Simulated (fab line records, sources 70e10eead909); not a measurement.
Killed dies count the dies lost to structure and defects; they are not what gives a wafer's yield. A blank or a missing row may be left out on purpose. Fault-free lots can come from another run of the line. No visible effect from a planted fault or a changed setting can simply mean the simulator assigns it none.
Matching of chambers -- flow nand_harc -- NHARC_A_M0_PRE_CLEAN_31 on pecvd-03 has 3 sister chambers
The step time 12 s. 6 wafers are shown with their chamber, then 7 later ones without.

## WAFERS, EACH WITH ITS CHAMBER
wafer,chamber,heater_power_w (W)
L677.3,1,735
L676.2,0,552
L676.3,2,680
L676.4,0,564
L683.1,1,767
L683.4,2,665

## WAFERS WITHOUT THEIR CHAMBER
wafer,heater_power_w (W)
L683.6,643
L692.2,693
L692.3,657
L692.4,656
L695.1,616
L695.3,662
L695.5,627

## WHICH CHAMBER EACH ONE RAN IN
wafer,from the rows above,in truth
L683.6,2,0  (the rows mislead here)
L692.2,2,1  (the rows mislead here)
L692.3,2,2
L692.4,2,2
L695.1,can't be placed: 2 or 0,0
L695.3,2,2
L695.5,can't be placed: 2 or 0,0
Correctly placed: 3 of 7. These rows do not allow placing 2 (true chamber among the candidates in 2). Placed wrongly: 2.
How it was worked out, from the rows above alone: a wafer's distance from a chamber is the root of the sum, over the readings, of the square of ((its reading less the chamber's mean) divided by the reading's scatter). The wafer belongs to the nearest chamber; if the next one is less than 2 further off, it can't be placed. A chamber's mean is the mean of its shown wafers. The scatter is the square root of a quotient: the sum, over the shown wafers, of each reading's squared deviation from its chamber's mean, divided by wafers minus chambers.
